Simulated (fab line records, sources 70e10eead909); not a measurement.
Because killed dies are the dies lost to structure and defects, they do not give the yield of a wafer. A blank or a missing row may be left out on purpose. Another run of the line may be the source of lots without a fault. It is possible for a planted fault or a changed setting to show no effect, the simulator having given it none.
Shared-tool check :: flow nand-harc :: 12 lots, 36 wafers sampled

WHAT PROMPTED THE OPENING
On 1 of the 12 lots, a flag is raised at NHARC_P_CONTACT_CD_MEAS_12 on the reading cd-nm. Fault-free wafers read 90.0 nm, with a standard deviation of 0.62.
Rule: a lot gets a flag if all its wafers with a number sit over 4 standard deviations from that mean, or if no wafer of it has a number. As for the other lots, they are considered sound.

lot: L990
measured: day 5 21:04
on: cd-sem-01
cd-nm (nm), wafer by wafer: 91.1 90.4 91.6
flag: 

lot: L992
measured: day 6 15:07
on: cd-sem-01
cd-nm (nm), wafer by wafer: 89.7 90.6 90.5
flag: 

lot: L991
measured: day 6 17:47
on: cd-sem-01
cd-nm (nm), wafer by wafer: 89.3 90.2 89.6
flag: 

lot: L993
measured: day 6 20:56
on: cd-sem-03
cd-nm (nm), wafer by wafer: 78.5 79.9 80.0
flag: FLAGGED

lot: L994
measured: day 6 21:41
on: cd-sem-02
cd-nm (nm), wafer by wafer: 89.4 89.2 89.1
flag: 

lot: L995
measured: day 7 09:42
on: cd-sem-01
cd-nm (nm), wafer by wafer: 91.0 91.4 90.5
flag: 

lot: L103
measured: day 9 10:25
on: cd-sem-02
cd-nm (nm), wafer by wafer: 90.1 89.7 90.0
flag: 

lot: L104
measured: day 9 15:49
on: cd-sem-03
cd-nm (nm), wafer by wafer: 91.3 90.1 91.4
flag: 

lot: L106
measured: day 10 06:16
on: cd-sem-01
cd-nm (nm), wafer by wafer: 90.6 89.6 90.2
flag: 

lot: L107
measured: day 10 10:11
on: cd-sem-01
cd-nm (nm), wafer by wafer: 90.2 90.0 88.7
flag: 

lot: L109
measured: day 10 21:32
on: cd-sem-01
cd-nm (nm), wafer by wafer: 90.0 89.8 90.3
flag: 

lot: L111
measured: day 11 01:45
on: cd-sem-02
cd-nm (nm), wafer by wafer: 90.8 90.2 90.1
flag: 
The numbers of the flagged lots are 79.5 nm on average: -10.5 nm against the usual, or -17 standard deviations.

LOT BY LOT: THE TOOL USED
The record holds 4 process steps before the reading, out of a route of 1159 steps. Every cell lists first the tool, next ch and the chambers used by the sampled wafers, and last the start.
lot: L990
flag: 
NHARC_P_GATE_STRIP_76: plasma-asher-02 ch 0,1, day 5 15:24
NHARC_P_GATE_STRIP_95: plasma-asher-01 ch 0,1, day 5 17:27
NHARC_P_CONTACT_DEP_30: pecvd-01 ch 0,1,2, day 5 19:45
NHARC_P_CONTACT_EXPOSE_09: arfi-scanner-03 ch 0, day 5 20:56

lot: L992
flag: 
NHARC_P_GATE_STRIP_76: plasma-asher-01 ch 0, day 6 09:29
NHARC_P_GATE_STRIP_95: plasma-asher-01 ch 0,1, day 6 11:39
NHARC_P_CONTACT_DEP_30: pecvd-04 ch 1,2, day 6 13:42
NHARC_P_CONTACT_EXPOSE_09: arfi-scanner-03 ch 0, day 6 14:58

lot: L991
flag: 
NHARC_P_GATE_STRIP_76: plasma-asher-01 ch 0,1, day 6 12:06
NHARC_P_GATE_STRIP_95: plasma-asher-01 ch 0, day 6 14:22
NHARC_P_CONTACT_DEP_30: pecvd-04 ch 1,2, day 6 16:15
NHARC_P_CONTACT_EXPOSE_09: arfi-scanner-01 ch 0, day 6 17:39

lot: L993
flag: FLAGGED
NHARC_P_GATE_STRIP_76: plasma-asher-01 ch 0,1, day 6 15:28
NHARC_P_GATE_STRIP_95: plasma-asher-01 ch 0,1, day 6 17:37
NHARC_P_CONTACT_DEP_30: pecvd-01 ch 0,1,2, day 6 19:36
NHARC_P_CONTACT_EXPOSE_09: arfi-scanner-01 ch 0, day 6 20:48

lot: L994
flag: 
NHARC_P_GATE_STRIP_76: plasma-asher-01 ch 0,1, day 6 16:11
NHARC_P_GATE_STRIP_95: plasma-asher-02 ch 0,1, day 6 18:20
NHARC_P_CONTACT_DEP_30: pecvd-01 ch 0,1,2, day 6 20:23
NHARC_P_CONTACT_EXPOSE_09: arfi-scanner-01 ch 0, day 6 21:34

lot: L995
flag: 
NHARC_P_GATE_STRIP_76: plasma-asher-02 ch 0,1, day 7 03:29
NHARC_P_GATE_STRIP_95: plasma-asher-02 ch 0,1, day 7 06:11
NHARC_P_CONTACT_DEP_30: pecvd-03 ch 1,2, day 7 08:10
NHARC_P_CONTACT_EXPOSE_09: arfi-scanner-03 ch 0, day 7 09:34

lot: L103
flag: 
NHARC_P_GATE_STRIP_76: plasma-asher-02 ch 0,1, day 9 04:26
NHARC_P_GATE_STRIP_95: plasma-asher-01 ch 0,1, day 9 06:41
NHARC_P_CONTACT_DEP_30: pecvd-01 ch 1,2, day 9 08:52
NHARC_P_CONTACT_EXPOSE_09: arfi-scanner-02 ch 0, day 9 10:17

lot: L104
flag: 
NHARC_P_GATE_STRIP_76: plasma-asher-02 ch 0,1, day 9 10:17
NHARC_P_GATE_STRIP_95: plasma-asher-02 ch 0,1, day 9 12:29
NHARC_P_CONTACT_DEP_30: pecvd-03 ch 1,2, day 9 14:28
NHARC_P_CONTACT_EXPOSE_09: arfi-scanner-02 ch 0, day 9 15:40

lot: L106
flag: 
NHARC_P_GATE_STRIP_76: plasma-asher-01 ch 0,1, day 10 00:47
NHARC_P_GATE_STRIP_95: plasma-asher-01 ch 0,1, day 10 02:57
NHARC_P_CONTACT_DEP_30: pecvd-01 ch 1,2, day 10 04:51
NHARC_P_CONTACT_EXPOSE_09: arfi-scanner-01 ch 0, day 10 06:08

lot: L107
flag: 
NHARC_P_GATE_STRIP_76: plasma-asher-01 ch 0,1, day 10 04:35
NHARC_P_GATE_STRIP_95: plasma-asher-02 ch 0,1, day 10 06:46
NHARC_P_CONTACT_DEP_30: pecvd-04 ch 1,2, day 10 08:46
NHARC_P_CONTACT_EXPOSE_09: arfi-scanner-01 ch 0, day 10 10:03

lot: L109
flag: 
NHARC_P_GATE_STRIP_76: plasma-asher-02 ch 0, day 10 15:51
NHARC_P_GATE_STRIP_95: plasma-asher-02 ch 0,1, day 10 18:01
NHARC_P_CONTACT_DEP_30: pecvd-04 ch 0,1,2, day 10 19:58
NHARC_P_CONTACT_EXPOSE_09: arfi-scanner-02 ch 0, day 10 21:23

lot: L111
flag: 
NHARC_P_GATE_STRIP_76: plasma-asher-02 ch 0,1, day 10 19:57
NHARC_P_GATE_STRIP_95: plasma-asher-02 ch 0,1, day 10 22:10
NHARC_P_CONTACT_DEP_30: pecvd-03 ch 0,1,2, day 11 00:12
NHARC_P_CONTACT_EXPOSE_09: arfi-scanner-01 ch 0, day 11 01:36
What the steps here do:
- NHARC_P_GATE_STRIP_76: strips in O2.
- NHARC_P_GATE_STRIP_95: strips in O2.
- NHARC_P_CONTACT_DEP_30: deposits SiNx, target thk 30 nm.
- NHARC_P_CONTACT_EXPOSE_09: exposes mask P CA, target cd 90 nm.
- NHARC_P_CONTACT_CD_MEAS_12: target cd 90 nm.

FLAGGED OVER TOTAL, TOOL BY TOOL (the gauges that took the reading come last)
step: NHARC_P_GATE_STRIP_76
tool: plasma-asher-01
lots run: 6
flagged: 1
share of the flagged lots: all
sound lots run after its first flagged lot: 3 (L994,L106,L107)

step: NHARC_P_GATE_STRIP_76
tool: plasma-asher-02
lots run: 6
flagged: 0
share of the flagged lots: none
sound lots run after its first flagged lot: -

step: NHARC_P_GATE_STRIP_95
tool: plasma-asher-01
lots run: 6
flagged: 1
share of the flagged lots: all
sound lots run after its first flagged lot: 2 (L103,L106)

step: NHARC_P_GATE_STRIP_95
tool: plasma-asher-02
lots run: 6
flagged: 0
share of the flagged lots: none
sound lots run after its first flagged lot: -

step: NHARC_P_CONTACT_DEP_30
tool: pecvd-01
lots run: 5
flagged: 1
share of the flagged lots: all
sound lots run after its first flagged lot: 3 (L994,L103,L106)

step: NHARC_P_CONTACT_DEP_30
tool: pecvd-03
lots run: 3
flagged: 0
share of the flagged lots: none
sound lots run after its first flagged lot: -

step: NHARC_P_CONTACT_DEP_30
tool: pecvd-04
lots run: 4
flagged: 0
share of the flagged lots: none
sound lots run after its first flagged lot: -

step: NHARC_P_CONTACT_EXPOSE_09
tool: arfi-scanner-01
lots run: 6
flagged: 1
share of the flagged lots: all
sound lots run after its first flagged lot: 4 (L994,L106,L107,L111)

step: NHARC_P_CONTACT_EXPOSE_09
tool: arfi-scanner-02
lots run: 3
flagged: 0
share of the flagged lots: none
sound lots run after its first flagged lot: -

step: NHARC_P_CONTACT_EXPOSE_09
tool: arfi-scanner-03
lots run: 3
flagged: 0
share of the flagged lots: none
sound lots run after its first flagged lot: -

step: NHARC_P_CONTACT_CD_MEAS_12
tool: cd-sem-01
lots run: 7
flagged: 0
share of the flagged lots: none
sound lots run after its first flagged lot: -

step: NHARC_P_CONTACT_CD_MEAS_12
tool: cd-sem-02
lots run: 3
flagged: 0
share of the flagged lots: none
sound lots run after its first flagged lot: -

step: NHARC_P_CONTACT_CD_MEAS_12
tool: cd-sem-03
lots run: 2
flagged: 1
share of the flagged lots: all
sound lots run after its first flagged lot: 1 (L104)

WHAT THE TABLE PERMITS
5 rows of the table ran every flagged lot: plasma-asher-01 at NHARC_P_GATE_STRIP_76, plasma-asher-01 at NHARC_P_GATE_STRIP_95, pecvd-01 at NHARC_P_CONTACT_DEP_30, arfi-scanner-01 at NHARC_P_CONTACT_EXPOSE_09, cd-sem-03 at NHARC_P_CONTACT_CD_MEAS_12.
- plasma-asher-01 at NHARC_P_GATE_STRIP_76: 1 of its 6 lots flagged. After the first flagged lot (L994, L106, L107), sound lots still ran on it; a lasting fault on the whole tool would not permit that.
- plasma-asher-01 at NHARC_P_GATE_STRIP_95: 1 of its 6 lots flagged. After the first flagged lot (L103, L106), sound lots still ran on it; a lasting fault on the whole tool would not permit that.
- pecvd-01 at NHARC_P_CONTACT_DEP_30: 1 of its 5 lots flagged. After the first flagged lot (L994, L103, L106), sound lots still ran on it; a lasting fault on the whole tool would not permit that.
- arfi-scanner-01 at NHARC_P_CONTACT_EXPOSE_09: 1 of its 6 lots flagged. After the first flagged lot (L994, L106, L107, L111), sound lots still ran on it; a lasting fault on the whole tool would not permit that.
- cd-sem-03 at NHARC_P_CONTACT_CD_MEAS_12: 1 of its 2 lots flagged. After the first flagged lot (L104), sound lots still ran on it; a lasting fault on the whole tool would not permit that.
Every row of the table either missed a flagged lot or ran a sound lot after the first.

WHAT THE SIMULATOR HAD INSERTED
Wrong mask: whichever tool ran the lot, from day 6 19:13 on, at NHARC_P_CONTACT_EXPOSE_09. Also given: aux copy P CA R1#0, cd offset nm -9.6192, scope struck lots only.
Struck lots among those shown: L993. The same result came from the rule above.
